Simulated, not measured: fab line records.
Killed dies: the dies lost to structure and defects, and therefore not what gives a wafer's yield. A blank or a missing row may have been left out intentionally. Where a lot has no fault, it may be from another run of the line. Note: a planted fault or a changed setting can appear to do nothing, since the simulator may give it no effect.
fab line records	flow n5-finfet
[record] lots = 7	wafers = 39
route steps=1938 shown FIN_SAQP@96 DUMMY_GATE@214 DUMMY_REMOVAL@382 HKMG_FIN@451 BEOL_M0_SAQP@634 BEOL_M0@731 BEOL_M3@931 BEOL_M4@1021 BEOL_M7@1299 BEOL_M8@1332 BEOL_M11@1536 BEOL_M13@1692 PASSIVATION@1916
start-h: start of the lot's first displayed wafer, in hours after the record's first day	wait-h: hours since the lot's step before	" repeats the value in the row above	L1.1+2: several wafers, shown together as one row	- value missing, or start not given	* or withheld: withheld	< > ~ a bound
route shown NAME@n: names a module that has steps shown in the file, with the first one's number in the route	usual: mean/standard deviation of fault-free wafers	same: alike in all rows	chamber/n: place in a boat	sites: readings site by site	_std_site: their standard deviation	_edge_site: outer sites' mean less inner sites'	radius-mm: for every site, how far away it sits from the centre of the wafer	mask NAME#n: copy n	behind: the most recent tool/chamber to have shaped the wafer	hold: the reason the lot was held/the length of the hold in hours/how it ended	device: the n, p or np transistor that did not switch	end of line: the tests these same wafers got at the end of their route	a step without rows: its recipe alone	killed: dies lost to structure and defects at the first sort, not the wafer's yield	map: dies across one wafer; x = killed, . = not, _ = none there
set.NAME: the setting the step ran with; set.NAME@STEP: the setting that earlier step ran with	model.NAME: the simulator's own value behind a step, which no gauge read
lots with deliberately changed settings; one table per step, one row per wafer
[[steps]]
[step N5_FIN_SAQP_HM_DEP_03]
[recipe] material = SiNx	target-thk-a = 380	temp-c = 400	precursor = SiH4/NH3/N2	pressure-torr = 1.5	rf-w = 300	time-s = 33.6
[step N5_DUMMY_GATE_ALD_02]
[recipe] material = SiO2	target-thk-a = 20	temp-c = 300	ald-precursor-family = BDEAS	ald-co-reactant = O2-plasma	pulse-time-s = 1	pressure-torr = 2
[step N5_DUMMY_REMOVAL_PRECLEAN_08]
[recipe] chemistry = NF3:NH3	afs-cycles = 2	temp-c = 30	time-s = 20	sublimation-temp-c = 180	sublimation-time-s = 60	pressure-torr = 3	rf-power-w = 30
[step N5_HKMG_FIN_ETCH_67]
[recipe] chemistry = N2/H2	target = SOC	target-depth-a = 3889	stop-on = TiN	ion-energy-ev = 100	bias-w = 61	pressure-mtorr = 30	source-w = 850	n2-flow-sccm = 200	h2-flow-sccm = 200
[step N5_BEOL_M0_SAQP_HM_DEP_02]
[recipe] material = TiN	target-thk-a = 120	temp-c = 25	chamber-pressure-pa = 0.49996
[step N5_BEOL_M0_ALD_136]
[recipe] material = TaN	target-thk-a = *	temp-c = 275	ald-precursor-family = PDMAT	ald-co-reactant = NH3	pressure-torr = 3	carrier-flow-sccm = 1500	pulse-time-s = 2	purge-time-s = 3	co-reactant-purge-time-s = 2	co-reactant-pulse-time-s = 3	ald-cycles = 30	precursor-vessel-temp-c = 75	precursor-vessel-pressure-torr = 26.25	precursor-vessel-carrier-sccm = 1000
[step N5_BEOL_M3_ILD_DEP_00]
[recipe] material = SiOC	target-thk-a = 790	temp-c = 350	precursor = DEMS/O2	pressure-torr = 5	rf-w = 500	time-s = 15.3
[step N5_BEOL_M4_ILD_DEP_00]
[step N5_BEOL_M7_DESCUM_33]
[recipe] chemistry = O2	time-s = 7	source-power-w = 50	bias-power-w = 20	pressure-mtorr = 20	rf-frequency-hz = 2.712e+07	temp-c = 40	resist = CAR-EUV	o2-flow-sccm = 225
[step N5_BEOL_M8_ILD_DEP_00]
[recipe] material = SiCOH_lowk	target-thk-a = 1797.5	temp-c = 300	precursor = DEMS/porogen	pressure-torr = 5	rf-w = 500	time-s = 33.4
[step N5_BEOL_M11_ILD_DEP_00]
[recipe] material = SiCOH_lowk	target-thk-a = 3085.1	temp-c = 300	precursor = DEMS/porogen	pressure-torr = 5	rf-w = 500	time-s = 58
[step N5_BEOL_M13_DESCUM_33]
[recipe] chemistry = O2	time-s = 7.9	source-power-w = 50	bias-power-w = 20	pressure-mtorr = 20	rf-frequency-hz = 2.712e+07	temp-c = 40	o2-flow-sccm = 225
[step N5_PASSIVATION_PECVD_35]
[recipe] material = SiNx	target-thk-a = 7000	temp-c = 400	precursor = SiH4/NH3/N2	pressure-torr = 4.9	rf-w = 1406	time-s = 151.3
[step N5_PASSIVATION_PROBE_49]
[usual] killed_at_M0_to_M3 = 33/11
lot.wafer	tool	chamber	start-h	wait-h	set.time-s@FIN_SAQP_HM_DEP_03	set.target-thk-a@DUMMY_GATE_ALD_02	set.time-s@DUMMY_REMOVAL_PRECLEAN_08	set.target-depth-a@HKMG_FIN_ETCH_67	set.target-thk-a@BEOL_M0_SAQP_HM_DEP_02	set.purge-time-s@BEOL_M0_ALD_136	set.time-s@BEOL_M3_ILD_DEP_00	set.target-thk-a@BEOL_M4_ILD_DEP_00	set.time-s@BEOL_M7_DESCUM_33	set.target-thk-a@BEOL_M8_ILD_DEP_00	set.target-thk-a@BEOL_M11_ILD_DEP_00	set.time-s@BEOL_M13_DESCUM_33	set.time-s@PASSIVATION_PECVD_35	killed_at_M0_to_M3
L075.1	prober-02	-	309.07	0.0	33.6	20	20	3889	52.7	1.26	15.3	790	7	1797.5	2286	7.9	151.3	41
L075.2	prober-02	-	309.12	0.1	24.48	20	20	3176	52.7	3	15.3	790	7	1222	3085.1	7.9	210.6	43
L075.3	prober-02	-	309.17	0.1	24.48	20	28.43	3889	120	3	15.3	790	7	1222	2286	7.9	210.6	37
L075.4	prober-02	-	309.22	0.2	33.6	20	28.43	3176	120	3	15.3	790	8.764	1797.5	2286	7.9	210.6	32
L075.5	prober-02	-	309.27	0.2	33.6	20	20	3889	120	1.26	15.3	790	8.764	1222	3085.1	7.9	151.3	39
L075.6	prober-02	-	309.32	0.3	24.48	20	28.43	3176	52.7	1.26	15.3	790	8.764	1797.5	3085.1	7.9	151.3	30
L084.1	prober-01	-	343.56	0.0	33.6	24.57	26.11	3889	75.99	3	15.3	790	7	1797.5	3085.1	7.9	151.3	18
L084.2	prober-01	-	343.61	0.1	14.68	24.57	26.11	3889	120	1.539	15.3	917.2	7	1797.5	2549	7.9	151.3	26
L084.3	prober-01	-	343.66	0.1	14.68	20	26.11	1626	120	1.539	15.3	917.2	7	1418	3085.1	7.9	151.3	29
L084.4	prober-01	-	343.71	0.2	33.6	20	20	3889	120	3	15.3	790	7	1418	2549	7.9	151.3	21
L084.5	prober-01	-	343.76	0.2	14.68	24.57	20	1626	75.99	1.539	15.3	790	7	1797.5	2549	7.9	151.3	16
L084.6	prober-01	-	343.81	0.3	33.6	20	20	1626	75.99	3	15.3	917.2	7	1418	3085.1	7.9	151.3	16
L082.1	prober-02	-	350.59	0.0	41.71	14.01	20	3889	120	3	15.3	790	9.351	2728	3085.1	5.868	119.8	32
L082.2	prober-02	-	350.64	0.1	33.6	14.01	20	1786	56.33	3	15.3	790	7	1797.5	3085.1	5.868	151.3	36
L082.3	prober-02	-	350.69	0.1	41.71	20	20	1786	56.33	3	19.33	790	7	2728	3085.1	7.9	151.3	56
L082.4	prober-02	-	350.74	0.2	41.71	20	20	3889	120	3	15.3	790	7	2728	3085.1	7.9	119.8	47
L082.5	prober-02	-	350.79	0.2	33.6	20	20	3889	56.33	3	19.33	790	9.351	1797.5	3085.1	7.9	151.3	24
L082.6	prober-02	-	350.84	0.3	33.6	14.01	20	1786	120	3	19.33	790	9.351	1797.5	3085.1	5.868	119.8	45
L087.1	prober-01	-	373.92	0.0	33.6	20	29.68	3889	120	3	6.965	990.2	5.373	1797.5	2356	10.99	125	1113
L087.2	prober-01	-	373.97	0.1	19.22	20	20	2157	120	3	15.3	990.2	5.373	1797.5	3085.1	7.9	125	24
L087.3	prober-01	-	374.02	0.1	19.22	31.43	29.68	2157	120	3.668	6.965	790	5.373	2369	3085.1	10.99	151.3	1108
L087.4	prober-01	-	374.07	0.2	19.22	20	20	3889	120	3.668	6.965	990.2	7	2369	2356	7.9	125	1105
L087.5	prober-01	-	374.12	0.2	33.6	31.43	29.68	2157	120	3	15.3	790	7	2369	2356	7.9	151.3	32
L087.6	prober-01	-	374.17	0.3	33.6	31.43	20	3889	120	3.668	15.3	790	7	1797.5	3085.1	10.99	151.3	23
L091.1	prober-01	-	399.58	0.0	33.6	20	15.91	2892	168.3	3	6.574	590.2	3.524	1797.5	3085.1	7.9	151.3	1114
L091.2	prober-01	-	399.63	0.1	33.6	20	15.91	2892	120	3	15.3	790	3.524	1797.5	1364	7.9	151.3	37
L091.3	prober-01	-	399.68	0.1	33.6	15.03	20	2892	120	3	6.574	790	7	1062	1364	4.308	83.41	1075
L091.4	prober-01	-	399.73	0.2	33.6	20	20	3889	168.3	3	6.574	790	7	1797.5	3085.1	4.308	83.41	1111
L091.5	prober-01	-	399.78	0.2	33.6	15.03	20	3889	120	3	15.3	590.2	3.524	1062	1364	4.308	151.3	27
L091.6	prober-01	-	399.83	0.3	33.6	15.03	15.91	3889	168.3	3	15.3	590.2	7	1062	3085.1	7.9	83.41	1105
L094.3	prober-01	-	409.07	0.1	33.6	20	20	3889	120	3	15.3	790	7	1797.5	3085.1	7.9	151.3	38
L094.4	prober-01	-	409.12	0.2	33.6	20	20	3889	120	3	15.3	790	7	1797.5	3085.1	7.9	151.3	40
L094.5	prober-01	-	409.17	0.2	33.6	20	20	3889	120	3	15.3	790	7	1797.5	3085.1	7.9	151.3	45
L096.1	prober-02	-	419.58	0.0	33.6	20	20	3889	99.61	3	15.3	790	7	1797.5	3085.1	4.973	61.1	13
L096.2	prober-02	-	419.63	0.1	33.6	20	20	3889	120	4.791	15.3	790	10.55	1797.5	3085.1	4.973	151.3	24
L096.3	prober-02	-	419.68	0.1	33.6	23.82	8.413	3889	120	3	15.3	790	10.55	2266	3085.1	7.9	151.3	32
L096.4	prober-02	-	419.73	0.2	33.6	23.82	8.413	4697	99.61	3	15.3	790	10.55	2266	3085.1	4.973	61.1	24
L096.5	prober-02	-	419.78	0.2	33.6	20	8.413	4697	99.61	4.791	15.3	790	7	2266	3085.1	7.9	61.1	26
L096.6	prober-02	-	419.83	0.3	33.6	23.82	20	4697	120	4.791	15.3	790	7	1797.5	3085.1	7.9	151.3	29
// killed by level:class
L075.1 BEOL_M4:geometric-particle:open=16 MOL_CONTACT_COAG:geometric-particle:open=13 DUMMY_GATE:geometric-particle:open=12 BEOL_M0_SAQP:geometric-particle:short=11 BEOL_M3:geometric-particle:open=9 BEOL_M0_SAQP:geometric-particle:open=7 GATE_CUT:geometric-particle:short=6 STARTING-WAFER:geometric-particle:open=6
L075.2 PASSIVATION:area-pecvd=1055 STI_FIN_REVEAL:geometric-particle:open=14 MOL_CONTACT_COAG:geometric-particle:open=14 BEOL_M1:geometric-particle:open=12 BEOL_M0_SAQP:geometric-particle:open=11 BEOL_M4:geometric-particle:open=10 DUMMY_GATE:geometric-particle:open=9 BEOL_M2:geometric-particle:open=6
L075.3 PASSIVATION:area-pecvd=1078 DUMMY_GATE:geometric-particle:open=9 BEOL_M2:geometric-particle:open=9 BEOL_M4:geometric-particle:open=9 BEOL_M0_SAQP:geometric-particle:short=6 MOL_CONTACT_COAG:geometric-particle:open=6 BEOL_M1:geometric-particle:open=6 BEOL_M3:geometric-particle:open=6
L075.4 PASSIVATION:area-pecvd=1096 MOL_CONTACT_COAG:geometric-particle:open=9 BEOL_M1:geometric-particle:open=7 BEOL_M0_SAQP:geometric-particle:short=6 BEOL_M3:geometric-particle:open=6 GATE_CUT:geometric-particle:short=5 GATE_CUT:geometric-particle:open=5 BEOL_M4:geometric-particle:open=5
L075.5 BEOL_M4:geometric-particle:open=19 DUMMY_GATE:geometric-particle:open=13 BEOL_M1:geometric-particle:open=9 STI_FIN_REVEAL:geometric-particle:open=8 MOL_CONTACT_COAG:geometric-particle:open=8 BEOL_M0_SAQP:geometric-particle:short=7 STARTING-WAFER:geometric-particle:open=6 BEOL_M3:geometric-particle:open=5
L075.6 BEOL_M1:geometric-particle:open=10 BEOL_M4:geometric-particle:open=10 STI_FIN_REVEAL:geometric-particle:open=9 DUMMY_GATE:geometric-particle:open=9 MOL_CONTACT_COAG:geometric-particle:open=9 FIN_SAQP:geometric-particle:open=6 BEOL_M0_SAQP:geometric-particle:open=6 PASS1_CAP:geometric-particle:short=5
L084.1 MOL_CONTACT_COAG:geometric-particle:open=17 BEOL_M1:geometric-particle:open=6 STI_FIN_REVEAL:geometric-particle:open=5 BEOL_M2:geometric-particle:open=5 STARTING-WAFER:geometric-particle:open=4 FIN_SAQP:geometric-particle:open=3 FIN_SAQP:geometric-particle:short=3 DUMMY_GATE:geometric-particle:open=3
L084.2 MOL_CONTACT_COAG:geometric-particle:open=21 BEOL_M0_SAQP:geometric-particle:open=9 BEOL_M1:geometric-particle:open=7 BEOL_M0_SAQP:geometric-particle:short=5 FIN_SAQP:geometric-particle:open=4 MOL_CONTACT_COAG:geometric-particle:short=4 BEOL_M11:geometric-particle:open=4 DUMMY_GATE:geometric-particle:open=3
L084.3 FIN_SAQP:geometric-particle:open=13 MOL_CONTACT_COAG:geometric-particle:open=9 BEOL_M5:geometric-particle:open=8 BEOL_M0_SAQP:geometric-particle:short=7 BEOL_M0_SAQP:geometric-particle:open=5 BEOL_M3:geometric-particle:open=5 FIN_SAQP:geometric-particle:short=4 BEOL_M2:geometric-particle:open=4
L084.4 MOL_CONTACT_COAG:geometric-particle:open=20 FIN_SAQP:geometric-particle:short=10 BEOL_M2:geometric-particle:open=8 GATE_CUT:geometric-particle:short=6 MOL_CONTACT_COAG:geometric-particle:short=5 BEOL_M3:geometric-particle:open=4 FIN_SAQP:geometric-particle:open=3 STI_FIN_REVEAL:geometric-particle:open=3
L084.5 FIN_SAQP:geometric-particle:short=10 MOL_CONTACT_COAG:geometric-particle:open=10 FIN_SAQP:geometric-particle:open=9 STI_FIN_REVEAL:geometric-particle:open=6 BEOL_M4:geometric-particle:open=6 BEOL_M0_SAQP:geometric-particle:short=5 STARTING-WAFER:geometric-particle:open=3 GATE_CUT:geometric-particle:short=3
L084.6 MOL_CONTACT_COAG:geometric-particle:open=17 FIN_SAQP:geometric-particle:short=7 BEOL_M4:geometric-particle:short=6 BEOL_M4:geometric-particle:open=6 DUMMY_GATE:geometric-particle:open=5 FIN_SAQP:geometric-particle:open=4 BEOL_M3:geometric-particle:open=4 STI_FIN_REVEAL:geometric-particle:short=3
L082.1 BEOL_M8:area-etch=1074 STI_FIN_REVEAL:geometric-particle:open=13 BEOL_M1:geometric-particle:open=11 MOL_CONTACT_COAG:geometric-particle:open=10 BEOL_M4:geometric-particle:open=10 BEOL_M3:geometric-particle:open=8 FIN_SAQP:geometric-particle:short=6 FIN_SAQP:geometric-particle:open=6
L082.2 BEOL_M4:geometric-particle:open=11 BEOL_M0_SAQP:geometric-particle:open=10 STI_FIN_REVEAL:geometric-particle:open=9 MOL_CONTACT_COAG:geometric-particle:open=8 BEOL_M0_SAQP:geometric-particle:short=7 BEOL_M3:geometric-particle:open=7 FIN_SAQP:geometric-particle:open=4 GATE_CUT:geometric-particle:short=4
L082.3 BEOL_M8:area-etch=1058 STI_FIN_REVEAL:geometric-particle:open=13 BEOL_M0_SAQP:geometric-particle:short=11 MOL_CONTACT_COAG:geometric-particle:open=10 BEOL_M3:geometric-particle:open=10 BEOL_M2:geometric-particle:open=8 BEOL_M1:geometric-particle:open=7 FIN_SAQP:geometric-particle:open=6
L082.4 BEOL_M8:area-etch=1067 BEOL_M1:geometric-particle:open=18 STI_FIN_REVEAL:geometric-particle:open=14 FIN_SAQP:geometric-particle:short=12 BEOL_M0_SAQP:geometric-particle:short=8 BEOL_M3:geometric-particle:open=8 MOL_CONTACT_COAG:geometric-particle:open=7 BEOL_M0_SAQP:geometric-particle:open=7
L082.5 STI_FIN_REVEAL:geometric-particle:open=14 BEOL_M3:geometric-particle:open=9 FIN_SAQP:geometric-particle:short=8 MOL_CONTACT_COAG:geometric-particle:open=6 BEOL_M1:geometric-particle:open=5 BEOL_M4:geometric-particle:open=5 FIN_SAQP:geometric-particle:open=4 BEOL_M0_SAQP:geometric-particle:short=4
L082.6 STI_FIN_REVEAL:geometric-particle:open=18 FIN_SAQP:geometric-particle:open=15 FIN_SAQP:geometric-particle:short=15 BEOL_M2:geometric-particle:open=10 BEOL_M0_SAQP:geometric-particle:open=9 MOL_CONTACT_COAG:geometric-particle:open=8 BEOL_M0_SAQP:geometric-particle:short=8 BEOL_M3:geometric-particle:open=8
L087.1 BEOL_M3:area-dep=1094 MOL_CONTACT_COAG:geometric-particle:open=11 FIN_SAQP:geometric-particle:open=10 ILD0:geometric-particle:open=10 BEOL_M3:geometric-particle:open=7 STI_FIN_REVEAL:geometric-particle:open=6 FIN_SAQP:geometric-particle:short=5 BEOL_M0_SAQP:geometric-particle:short=5
L087.2 FIN_SAQP:geometric-particle:short=23 FIN_SAQP:geometric-particle:open=16 BEOL_M3:geometric-particle:open=9 STI_FIN_REVEAL:geometric-particle:open=6 MOL_CONTACT_COAG:geometric-particle:open=6 BEOL_M1:geometric-particle:open=4 BEOL_M4:geometric-particle:open=4 MOL_CONTACT_COAG:geometric-particle:short=3
L087.3 BEOL_M3:area-dep=1072 FIN_SAQP:geometric-particle:open=15 BEOL_M3:geometric-particle:open=12 MOL_CONTACT_COAG:geometric-particle:open=12 BEOL_M4:geometric-particle:open=8 BEOL_M2:geometric-particle:open=6 FIN_SAQP:geometric-particle:short=4 BEOL_M0_SAQP:geometric-particle:open=4
L087.4 BEOL_M3:area-dep=1075 BEOL_M3:geometric-particle:open=10 FIN_SAQP:geometric-particle:short=9 FIN_SAQP:geometric-particle:open=8 MOL_CONTACT_COAG:geometric-particle:open=8 STI_FIN_REVEAL:geometric-particle:open=6 STARTING-WAFER:geometric-particle:open=6 STARTING-WAFER:geometric-particle:short=4
L087.5 FIN_SAQP:geometric-particle:open=21 MOL_CONTACT_COAG:geometric-particle:open=18 BEOL_M3:geometric-particle:open=9 FIN_SAQP:geometric-particle:short=8 BEOL_M1:geometric-particle:open=5 DUMMY_GATE:geometric-particle:open=4 BEOL_M0_SAQP:geometric-particle:open=4 BEOL_M0_SAQP:geometric-particle:short=4
L087.6 FIN_SAQP:geometric-particle:open=17 FIN_SAQP:geometric-particle:short=8 MOL_CONTACT_COAG:geometric-particle:open=8 BEOL_M4:geometric-particle:open=7 BEOL_M2:geometric-particle:open=6 BEOL_M0_SAQP:geometric-particle:open=5 BEOL_M3:geometric-particle:open=5 GATE_CUT:geometric-particle:short=4
L091.1 BEOL_M0_SAQP:area-dep=1052 BEOL_M0_SAQP:geometric-particle:short=15 BEOL_M0_SAQP:geometric-particle:open=15 MOL_CONTACT_COAG:geometric-particle:open=9 BEOL_M3:geometric-particle:open=9 BEOL_M4:geometric-particle:open=9 FIN_SAQP:geometric-particle:open=8 STI_FIN_REVEAL:geometric-particle:open=8
L091.2 BEOL_M11:area-dep=1055 MOL_CONTACT_COAG:geometric-particle:open=19 FIN_SAQP:geometric-particle:short=9 BEOL_M3:geometric-particle:open=9 BEOL_M4:geometric-particle:open=9 FIN_SAQP:geometric-particle:open=7 BEOL_M0_SAQP:geometric-particle:short=7 BEOL_M1:geometric-particle:open=6
L091.3 BEOL_M3:area-dep=1038 STI_FIN_REVEAL:geometric-particle:open=16 BEOL_M4:geometric-particle:open=14 FIN_SAQP:geometric-particle:short=13 FIN_SAQP:geometric-particle:open=12 BEOL_M0_SAQP:geometric-particle:open=10 GATE_CUT:geometric-particle:short=8 MOL_CONTACT_COAG:geometric-particle:open=8
L091.4 BEOL_M0_SAQP:area-dep=1079 MOL_CONTACT_COAG:geometric-particle:open=19 BEOL_M3:geometric-particle:open=8 FIN_SAQP:geometric-particle:open=6 STI_FIN_REVEAL:geometric-particle:open=6 MOL_CONTACT_COAG:geometric-particle:short=6 BEOL_M0_SAQP:geometric-particle:open=6 BEOL_M0_SAQP:geometric-particle:short=6
L091.5 BEOL_M11:area-dep=866 BEOL_M8:area-dep=222 MOL_CONTACT_COAG:geometric-particle:open=11 BEOL_M0_SAQP:geometric-particle:open=8 BEOL_M4:geometric-particle:open=7 MOL_CONTACT_COAG:geometric-particle:short=5 STI_FIN_REVEAL:geometric-particle:open=4 STARTING-WAFER:geometric-particle:open=4
L091.6 BEOL_M0_SAQP:area-dep=1065 MOL_CONTACT_COAG:geometric-particle:open=25 FIN_SAQP:geometric-particle:open=10 BEOL_M1:geometric-particle:open=10 BEOL_M3:geometric-particle:open=8 BEOL_M2:geometric-particle:open=7 BEOL_M5:geometric-particle:open=7 BEOL_M0_SAQP:geometric-particle:open=6
L094.3 MOL_CONTACT_COAG:geometric-particle:open=31 BEOL_M0_SAQP:geometric-particle:short=8 BEOL_M1:geometric-particle:open=8 BEOL_M3:geometric-particle:open=8 GATE_CUT:geometric-particle:short=6 BEOL_M0_SAQP:geometric-particle:open=5 STI_FIN_REVEAL:geometric-particle:open=4 BEOL_M2:geometric-particle:open=4
L094.4 STI_FIN_REVEAL:geometric-particle:open=19 MOL_CONTACT_COAG:geometric-particle:open=19 BEOL_M0_SAQP:geometric-particle:short=9 BEOL_M1:geometric-particle:open=9 BEOL_M4:geometric-particle:open=7 BEOL_M0_SAQP:geometric-particle:open=6 BEOL_M2:geometric-particle:open=6 PASS1_CAP:geometric-particle:open=5
L094.5 MOL_CONTACT_COAG:geometric-particle:open=17 BEOL_M4:geometric-particle:open=11 BEOL_M0_SAQP:geometric-particle:short=9 BEOL_M1:geometric-particle:open=9 BEOL_M2:geometric-particle:open=8 BEOL_M0_SAQP:geometric-particle:open=7 BEOL_M3:geometric-particle:open=6 STI_FIN_REVEAL:geometric-particle:open=5
L096.1 STI_FIN_REVEAL:geometric-particle:open=15 BEOL_M4:geometric-particle:open=14 FIN_SAQP:geometric-particle:open=13 FIN_SAQP:geometric-particle:short=10 MOL_CONTACT_COAG:geometric-particle:open=7 STARTING-WAFER:geometric-particle:open=5 BEOL_M0:geometric-particle:open=4 BEOL_M3:geometric-particle:open=4
L096.2 FIN_SAQP:geometric-particle:short=10 BEOL_M4:geometric-particle:open=10 FIN_SAQP:geometric-particle:open=9 MOL_CONTACT_COAG:geometric-particle:open=9 STI_FIN_REVEAL:geometric-particle:open=6 BEOL_M1:geometric-particle:open=6 BEOL_M0_SAQP:geometric-particle:short=5 BEOL_M0:geometric-particle:open=5
L096.3 MOL_CONTACT_COAG:geometric-particle:open=14 BEOL_M0_SAQP:geometric-particle:open=11 BEOL_M4:geometric-particle:open=11 FIN_SAQP:geometric-particle:open=10 BEOL_M0_SAQP:geometric-particle:short=9 FIN_SAQP:geometric-particle:short=7 STI_FIN_REVEAL:geometric-particle:open=5 BEOL_M1:geometric-particle:open=5
L096.4 FIN_SAQP:geometric-particle:open=10 FIN_SAQP:geometric-particle:short=10 GATE_CUT:geometric-particle:short=8 BEOL_M0_SAQP:geometric-particle:open=7 MOL_CONTACT_COAG:geometric-particle:short=6 BEOL_M0:geometric-particle:open=6 BEOL_M4:geometric-particle:open=6 MOL_CONTACT_COAG:geometric-particle:open=5
L096.5 BEOL_M1:geometric-particle:open=10 MOL_CONTACT_COAG:geometric-particle:open=8 FIN_SAQP:geometric-particle:open=7 FIN_SAQP:geometric-particle:short=7 BEOL_M4:geometric-particle:open=6 GATE_CUT:geometric-particle:short=6 DUMMY_GATE:geometric-particle:open=5 BEOL_M2:geometric-particle:open=4
L096.6 FIN_SAQP:geometric-particle:open=12 FIN_SAQP:geometric-particle:short=10 BEOL_M4:geometric-particle:open=10 MOL_CONTACT_COAG:geometric-particle:open=8 BEOL_M1:geometric-particle:open=7 BEOL_M0:geometric-particle:open=6 GATE_CUT:geometric-particle:short=5 STI_FIN_REVEAL:geometric-particle:open=5
[[key]]
[split] step = N5_FIN_SAQP_HM_DEP_03	setting = time-s	stated-as = 33.6
response none clear
[split] step = N5_DUMMY_GATE_ALD_02	setting = target-thk-a	stated-as = 20
response none clear
[split] step = N5_DUMMY_REMOVAL_PRECLEAN_08	setting = time-s	stated-as = 20
response none clear
[split] step = N5_HKMG_FIN_ETCH_67	setting = target-depth-a	stated-as = 3889
response none clear
[split] step = N5_BEOL_M0_SAQP_HM_DEP_02	setting = target-thk-a	stated-as = 120
response none clear
[split] step = N5_BEOL_M0_ALD_136	setting = purge-time-s	stated-as = 3
response none clear
[split] step = N5_BEOL_M3_ILD_DEP_00	setting = time-s	stated-as = 15.3
[response] step = N5_PASSIVATION_PROBE_49	reading = killed_at_M0_to_M3	slope = -13.5	per = 1%	together-with = all	explained = 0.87
[split] step = N5_BEOL_M4_ILD_DEP_00	setting = target-thk-a	stated-as = 790
response none clear
[split] step = N5_BEOL_M7_DESCUM_33	setting = time-s	stated-as = 7
response none clear
[split] step = N5_BEOL_M8_ILD_DEP_00	setting = target-thk-a	stated-as = 1797.5
response none clear
[split] step = N5_BEOL_M11_ILD_DEP_00	setting = target-thk-a	stated-as = 3085.1
response none clear
[split] step = N5_BEOL_M13_DESCUM_33	setting = time-s	stated-as = 7.9
response none clear
[split] step = N5_PASSIVATION_PECVD_35	setting = time-s	stated-as = 151.3
response none clear
